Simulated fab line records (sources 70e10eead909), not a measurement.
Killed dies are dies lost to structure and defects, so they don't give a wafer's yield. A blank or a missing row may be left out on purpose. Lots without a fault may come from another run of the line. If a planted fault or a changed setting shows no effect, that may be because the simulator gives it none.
fab line records	flow nandHarc
[record] lots = 13	wafers = 39	lastDay = 33
route steps=1302 shown A_CONTACT@1044 THIN_TSV@1259 END@1302
lots untouched by any fault: they come from a run of this same line in which no faults occurred
startH: start of the lot's first displayed wafer, in hours after the record's first day	waitH: hours since the lot's step before	" as in the row above	L1.1+2: several wafers, shown together as one row	- value missing, or start not given	* or withheld: withheld	< > ~ a bound
route shown NAME@n: a module of which the file shows steps, and the number in the route of the first	usual: mean/standard deviation taken from wafers without a fault	same: alike in all rows	chamber/n: place in a boat	sites: readings site by site	_std_site: how widely they spread, as a standard deviation	_edge_site: mean of outer sites minus mean of inner sites	radiusMm: how far each site lies from the wafer's centre	mask NAME#n: copy n	behind: the most recent tool/chamber to have shaped the wafer	hold: why the lot went on hold/how many hours it stayed there/how the hold came to an end	device: whichever transistor did not switch (one of n, p or np)	end of line: tests run on the same wafers once the route is complete	for a step that has no rows: nothing shown but its recipe	killed: dies that structure and defects cost at the first sort, which is not the same as the wafer's yield	map: shows each die of a wafer: x if killed, . if not, _ if none is there
set.NAME: setting as actually run; set.NAME@STEP: the setting as run at that earlier step	model.NAME: the simulator's own value behind a step, which no gauge read
steps of the route over a sample of lots; a table a step, a row a wafer
services: when a tool's chamber went out of use (startH, in hours from the record's first day, below 0 if earlier), for how many hours, and the reason
[[steps]]
[step NHARC_A_CONTACT_ETCH_76]
[recipe] targetDepthA = 2600	overEtchFrac = 0.3	timeS = 475.3	ionEnergyEv = 200	n2FlowSccm = 150	h2FlowSccm = 150	arFlowSccm = 0	rfW = 400	biasW = 150	chemistry = N2/H2
[usual] drypumpMotorCurrentA = 5.6/0.49	mfcArSccm = 0.005/0.01	n2FlowSccm = 150.0/0.47	oesProductAu = 0.999/0.009	rfFwdPowerW = 399.4/1.2	rfVppV = 430.3/2.7	showerheadPlenumPTorr = 2.03/0.091	throttleValvePct = 14.170/0.0092
[same] overEtchFrac = 0.3
lot.wafer	tool	chamber	startH	waitH	drypumpMotorCurrentA	mfcArSccm	n2FlowSccm	oesProductAu	rfFwdPowerW	rfHoursCounterH	rfVppV	showerheadPlenumPTorr	throttleValvePct
L538.2	rieDiel-05	0	498.19	-	5.5	0.012	150.0	1.016	400.1	14	431.7	1.99	14.181
L538.5	"	2	"	"	5.8	0	150.6	0.999	400.1	-	429.1	2.04	14.174
L538.6	"	3	"	"	4.9	0	149.7	1.008	399.0	-	427.9	1.97	14.170
L540.4	rieDiel-03	0	537.18	-	6.3	0	150.6	0.989	400.4	19	428.6	1.95	14.174
L540.1	"	1	"	"	6.2	0	150.0	1.004	399.2	22	436.3	2.21	14.157
L540.6	"	0	"	"	6.3	0	149.7	0.992	401.3	-	428.2	1.95	14.173
L546.1	rieDiel-03	3	577.02	-	5.4	0	150.3	0.996	401.5	36	427.2	1.92	14.176
L546.2	"	1	"	"	6.2	0	149.1	1.007	398.5	34	434.4	2.21	14.164
L546.4	"	2	"	"	5.2	0	150.1	0.993	397.8	38	430.7	2.11	14.171
L547.3	rieDiel-03	2	598.65	-	5.2	0	150.1	0.997	399.6	48	432.5	2.11	14.175
L547.2	"	1	"	"	6.2	0	150.4	1.007	398.7	42	434.8	2.20	14.151
L547.5	"	3	"	"	5.4	0	150.6	1.001	399.9	-	426.0	1.92	14.180
L552.3	rieDiel-05	2	631.92	-	5.8	0	150.1	0.999	397.4	2	430.6	2.03	14.175
L552.2	"	0	"	"	5.5	0.012	150.4	0.988	399.2	2	430.5	1.99	14.162
L552.6	"	3	"	"	4.9	0	149.5	0.992	397.9	-	428.7	1.96	14.168
L554.3	rieDiel-05	0	651.49	-	5.5	0.012	150.5	0.994	397.7	7	428.5	1.98	14.155
L554.4	"	3	"	"	4.9	0	150.1	0.987	400.9	8	429.3	1.96	14.179
L554.5	"	0	"	"	5.5	0.012	150.2	0.989	397.7	-	428.8	1.98	14.162
L555.2	rieDiel-10	1	669.78	-	6.4	0	150.6	0.983	399.4	18	427.5	1.91	14.162
L555.5	"	0	"	"	5.6	0.004	150.4	0.989	400.5	-	430.7	2.02	14.143
L555.6	"	1	"	"	6.4	0	150.0	0.984	396.7	-	426.3	1.91	14.172
L556.4	rieDiel-05	2	682.13	-	5.8	0	149.8	0.982	398.7	11	430.3	2.02	14.167
L556.1	"	3	"	"	4.9	0	150.4	1.000	401.0	11	428.4	1.95	14.170
L556.5	"	0	"	"	5.5	0.012	149.8	0.990	398.8	-	429.5	1.98	14.176
L557.1	rieDiel-03	3	702.67	-	5.4	0	149.5	0.998	397.9	13	426.6	1.91	14.166
L557.5	"	1	"	"	6.2	0	150.1	0.999	401.0	-	435.3	2.19	14.168
L557.6	"	2	"	"	5.2	0	150.4	0.987	398.5	-	431.5	2.09	14.165
L558.2	rieDiel-05	1	709.37	-	5.5	0	150.5	0.996	397.6	15	434.7	2.13	14.174
L558.3	"	2	"	"	5.8	0	150.5	0.986	400.2	16	431.0	2.02	14.179
L558.5	"	1	"	"	5.5	0	150.1	1.005	398.7	-	433.7	2.13	14.170
L559.4	rieDiel-03	2	709.91	-	5.2	0	150.3	0.990	399.4	20	431.0	2.09	14.170
L559.3	"	0	"	"	6.3	0	149.8	0.991	399.1	16	427.4	1.93	14.186
L559.5	"	2	"	"	5.2	0	149.7	0.979	399.7	-	432.5	2.09	14.171
L560.3	rieDiel-03	1	715.04	-	6.2	0	150.9	0.997	398.0	23	435.0	2.19	14.170
L560.1	"	3	"	"	5.4	0	150.0	0.997	402.3	17	426.9	1.91	14.185
L560.5	"	0	"	"	6.3	0	149.7	1.004	400.1	-	427.0	1.93	14.183
L561.2	rieDiel-05	3	721.22	-	4.9	0	149.3	1.012	401.3	19	428.0	1.95	14.177
L561.4	"	0	"	"	5.5	0.012	150.5	0.992	398.6	18	430.9	1.98	14.171
L561.6	"	3	"	"	5.0	0	148.7	1.005	401.3	-	428.7	1.95	14.175
[step NHARC_THIN_TSV_CD_MEAS_12]
[recipe] targetCdNm = 1000	landingEnergyEv = 500
[usual] cdNm = 999.6/1.9
[same] landingEnergyEv = 500
lot.wafer	tool	chamber	startH	waitH	cdNm
L538.2	cdSem-02	0	540.69	-	1000.2
L538.5	"	0	"	"	1003.0
L538.6	"	0	"	"	1000.0
L540.1	cdSem-02	0	583.62	-	998.4
L540.4	"	0	"	"	999.8
L540.6	"	0	"	"	999.2
L546.1	cdSem-03	0	624.97	-	999.7
L546.2	"	0	"	"	1002.0
L546.4	"	0	"	"	1001.7
L547.2	cdSem-01	0	642.33	-	998.4
L547.3	"	0	"	"	999.3
L547.5	"	0	"	"	999.7
L552.2	cdSem-03	0	674.01	-	999.8
L552.3	"	0	"	"	1001.2
L552.6	"	0	"	"	999.9
L554.3	cdSem-01	0	694.79	-	1000.1
L554.4	"	0	"	"	997.8
L554.5	"	0	"	"	998.6
L555.2	cdSem-01	0	712.43	-	998.1
L555.5	"	0	"	"	999.4
L555.6	"	0	"	"	998.4
L556.1	cdSem-02	0	727.45	-	1001.3
L556.4	"	0	"	"	1001.7
L556.5	"	0	"	"	1000.4
L557.1	cdSem-02	0	746.73	-	1000.7
L557.5	"	0	"	"	1002.1
L557.6	"	0	"	"	1003.9
L558.2	cdSem-01	0	757.14	-	998.9
L558.3	"	0	"	"	999.1
L558.5	"	0	"	"	998.5
L559.3	cdSem-01	0	758.20	-	999.0
L559.4	"	0	"	"	999.8
L559.5	"	0	"	"	1000.9
L560.1	cdSem-02	0	759.50	-	998.5
L560.3	"	0	"	"	1001.0
L560.5	"	0	"	"	999.1
L561.2	cdSem-01	0	763.71	-	998.5
L561.4	"	0	"	"	999.5
L561.6	"	0	"	"	999.1
[step NHARC_THIN_TSV_ETCHBACK_48]
[recipe] targetDepthA = 10285	overEtchFrac = 0.3	timeS = 405.17	ionEnergyEv = 250	c4f8FlowSccm = withheld	arFlowSccm = withheld	rfW = 600	biasW = 300	chemistry = C4F8/Ar
[usual] oesProductAu = 0.932/0.022	rfFwdPowerW = 598.9/1.7	rfVppV = 547/3.2
[same] overEtchFrac = 0.3
lot.wafer	tool	chamber	startH	waitH	oesProductAu	rfFwdPowerW	rfHoursCounterH	rfVppV
L538.2	rieDiel-08	0	543.05	-	0.922	598.8	8.8	549
L538.6	"	1	"	"	0.916	597.8	-	548
L538.5	"	2	"	"	0.921	601.6	-	552
L540.4	rieDiel-13	3	585.86	-	0.931	598.7	4.0	545
L540.1	"	0	"	"	0.926	601.3	4.3	546
L540.6	"	3	"	"	0.939	600.4	-	542
L546.2	rieDiel-04	1	627.21	-	0.917	594.6	4.6	546
L546.1	"	2	"	"	0.932	601.0	4.4	552
L546.4	"	3	"	"	0.945	598.9	4.9	541
L547.2	rieDiel-13	0	644.60	-	0.941	601.2	6.6	548
L547.3	"	1	"	"	0.913	599.9	4.9	545
L547.5	"	0	"	"	0.934	600.1	-	547
L552.2	rieDiel-04	3	676.53	-	0.937	599.0	8.9	541
L552.3	"	0	"	"	0.906	599.0	8.2	547
L552.6	"	1	"	"	0.912	602.0	-	546
L554.3	rieDiel-08	1	697.03	-	0.906	600.8	6.9	547
L554.4	"	2	"	"	0.936	598.9	6.2	551
L554.5	"	1	"	"	0.906	597.2	-	548
L555.2	rieDiel-08	2	714.73	-	0.936	598.6	7.0	551
L555.5	"	0	"	"	0.921	597.4	-	548
L555.6	"	1	"	"	0.910	597.9	-	547
L556.1	rieDiel-04	1	729.86	-	0.978	598.3	2.5	546
L556.4	"	0	"	"	0.950	596.7	-	545
L556.5	"	2	"	"	0.968	598.9	-	551
L557.1	rieDiel-04	3	749.03	-	0.934	599.5	2.2	541
L557.6	"	3	"	"	0.938	600.6	-	541
L557.5	"	0	"	"	0.935	600.4	-	547
L558.2	rieDiel-13	0	759.41	-	0.976	597.2	3.7	548
L558.3	"	1	"	"	0.988	595.8	3.0	545
L558.5	"	3	"	"	0.984	597.8	-	543
L559.3	rieDiel-04	0	760.45	-	0.917	601.1	5.1	546
L559.4	"	3	"	"	0.931	596.2	3.6	541
L559.5	"	0	"	"	0.922	599.6	-	547
L560.1	rieDiel-04	0	761.77	-	0.924	599.6	5.3	547
L560.3	"	2	"	"	0.925	599.7	5.0	552
L560.5	"	0	"	"	0.920	600.6	-	547
L561.2	rieDiel-04	0	766.16	-	0.928	597.6	6.1	547
L561.4	"	2	"	"	0.922	601.0	5.5	551
L561.6	"	1	"	"	0.944	598.7	-	546
[step NHARC_END_SORT_01]
[recipe] tempC = 25
[usual] killedAtArray = 59/20	killedAtOther = 0.8/1	killedAtPeriphery = 3.2/2.1	killedDies = 63/21	killedOpen = 3.0/1.9	killedShort = 2.3/1.5
[same] grossDies = 677
lot.wafer	tool	chamber	startH	waitH	killedAtArray	killedAtOther	killedAtPeriphery	killedDies	killedOpen	killedShort
L546.1	prober-02	0	637.52	2.5	147	0	4	151	3	0
L546.2	prober-02	0	638.31	2.8	107	0	2	109	3	1
L546.4	prober-02	0	639.89	3.4	140	0	6	146	2	4
L547.2	prober-02	0	663.45	2.8	116	3	4	123	4	2
L547.3	prober-02	0	664.26	3.1	155	0	0	155	2	2
L547.5	prober-02	0	665.87	3.7	141	1	4	146	5	5
L556.5	prober-01	0	747.39	3.7	79	2	1	82	4	2
// killed by level:class
L546.1 A_CONTACT:unspecified=81 A_SLIT:chamberFilmFlake=36 A_CHANNEL_HOLE_D2:chamberFilmFlake=17 A_CHANNEL_HOLE_D1:chamberFilmFlake=4 P_M2:chamberFilmFlake=2 A_STAIRCASE:chamberFilmFlake=2 A_ONON_D1:geometricParticle:open=1 A_WL_FILL:geometricParticle:open=1
L546.2 A_SLIT:chamberFilmFlake=35 A_CONTACT:unspecified=33 A_CHANNEL_HOLE_D2:chamberFilmFlake=29 A_CONTACT:chamberFilmFlake=3 A_CHANNEL_FILL_D1:geometricParticle:open=2 A_CHANNEL_HOLE_D1:chamberFilmFlake=2 A_CHANNEL_HOLE_D2:geometricParticle:open=1 A_M0:geometricParticle:short=1
L546.4 A_CONTACT:unspecified=80 A_CHANNEL_HOLE_D2:chamberFilmFlake=30 A_SLIT:chamberFilmFlake=13 A_STAIRCASE:chamberFilmFlake=5 A_CHANNEL_HOLE_D1:chamberFilmFlake=4 P_ZERO_WELL:chamberFilmFlake=3 A_CHANNEL_FILL_D2:chamberFilmFlake=3 P_GATE:geometricParticle:open=1
L547.2 A_CONTACT:unspecified=38 A_SLIT:chamberFilmFlake=34 A_CHANNEL_HOLE_D1:chamberFilmFlake=26 A_CHANNEL_HOLE_D2:chamberFilmFlake=10 P_M2:chamberFilmFlake=2 A_STAIRCASE:chamberFilmFlake=2 THIN_TSV:chamberFilmFlake=2 P_CONTACT:geometricParticle:open=1
L547.3 A_CONTACT:unspecified=83 A_CHANNEL_HOLE_D1:chamberFilmFlake=32 A_SLIT:chamberFilmFlake=24 A_CHANNEL_HOLE_D2:chamberFilmFlake=8 A_CHANNEL_FILL_D1:geometricParticle:short=2 A_STAIRCASE:chamberFilmFlake=2 A_CHANNEL_FILL_D1:geometricParticle:open=1 A_DECK1_JOINT:geometricParticle:open=1
L547.5 A_CONTACT:unspecified=73 A_SLIT:chamberFilmFlake=31 A_CHANNEL_HOLE_D1:chamberFilmFlake=14 A_CHANNEL_HOLE_D2:chamberFilmFlake=7 A_STAIRCASE:chamberFilmFlake=5 A_CONTACT:chamberFilmFlake=3 A_CHANNEL_FILL_D1:geometricParticle:short=2 P_M2:chamberFilmFlake=2
L556.5 A_SLIT:chamberFilmFlake=27 A_CHANNEL_HOLE_D1:chamberFilmFlake=25 A_CHANNEL_HOLE_D2:chamberFilmFlake=17 A_CONTACT:chamberFilmFlake=4 THIN_TSV:chamberFilmFlake=2 P_M0:geometricParticle:open=1 A_CHANNEL_FILL_D1:geometricParticle:short=1 A_DECK1_JOINT:geometricParticle:open=1
[[services]]
tool	chamber	startH	hours	kind
rieDiel-13	-	519.00	9.0	pm
rieDiel-04	-	531.96	9.0	pm
rieDiel-08	-	544.80	9.0	pm
rieDiel-04	0	549.16	8.1	repair
rieDiel-08	1	556.27	8.8	repair
rieDiel-08	2	560.38	10.7	repair
rieDiel-05	1	573.90	24.5	repair
rieDiel-08	0	587.32	3.5	repair
rieDiel-13	2	601.19	1.8	repair
rieDiel-05	-	606.25	9.0	pm
rieDiel-03	0	613.32	12.3	repair
rieDiel-08	0	628.13	2.9	repair
rieDiel-03	-	638.93	9.0	pm
rieDiel-05	-	659.51	10.5	repair
rieDiel-08	1	662.45	3.9	repair
rieDiel-13	-	666.35	0.9	repair
rieDiel-03	-	677.90	0.5	repair
rieDiel-08	-	678.96	0.9	repair
rieDiel-05	0	685.51	4.9	repair
rieDiel-05	2	687.88	1.9	repair
rieDiel-13	-	696.00	9.0	pm
rieDiel-04	-	708.96	9.0	pm
rieDiel-08	1	718.73	14.0	repair
rieDiel-04	3	726.15	7.9	repair
[[key]]
[firstSign] step = NHARC_END_SORT_01	reading = killedAtArray	direction = up	sigmas = 3.7	usual = 59	struck = 134	wafersMoved = 5
[effect] step = NHARC_END_SORT_01	reading = killedDies	direction = up	sigmas = 3.6	usual = 63	struck = 138	wafersMoved = 5
[moreKillsBornAt] NHARC_A_CONTACT_ETCH_76@rieDiel-03 = 384
metAt NHARC_A_CONTACT_ETCH_76
struckLots L546,L547
testerLeftOut L546,L547
notActingAt NHARC_THIN_TSV_CD_MEAS_12,NHARC_THIN_TSV_ETCHBACK_48
onsetBetween 537.18 577.02
[fault] kind = chamberParticleSource	tool = rieDiel-03	chamber = -	onsetH = 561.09	steps = NHARC_A_CONTACT_ETCH_76	ratePerVisitCm2 = 0.67657	endH = 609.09
// testerLeftOut: of these lots the tester's yield and bins aren't shown, on N5 and GAA mostly nor the transistor test; their killed dies are dies lost to structure and defects alone, not to doping, threshold or leakage, so they don't give the yield
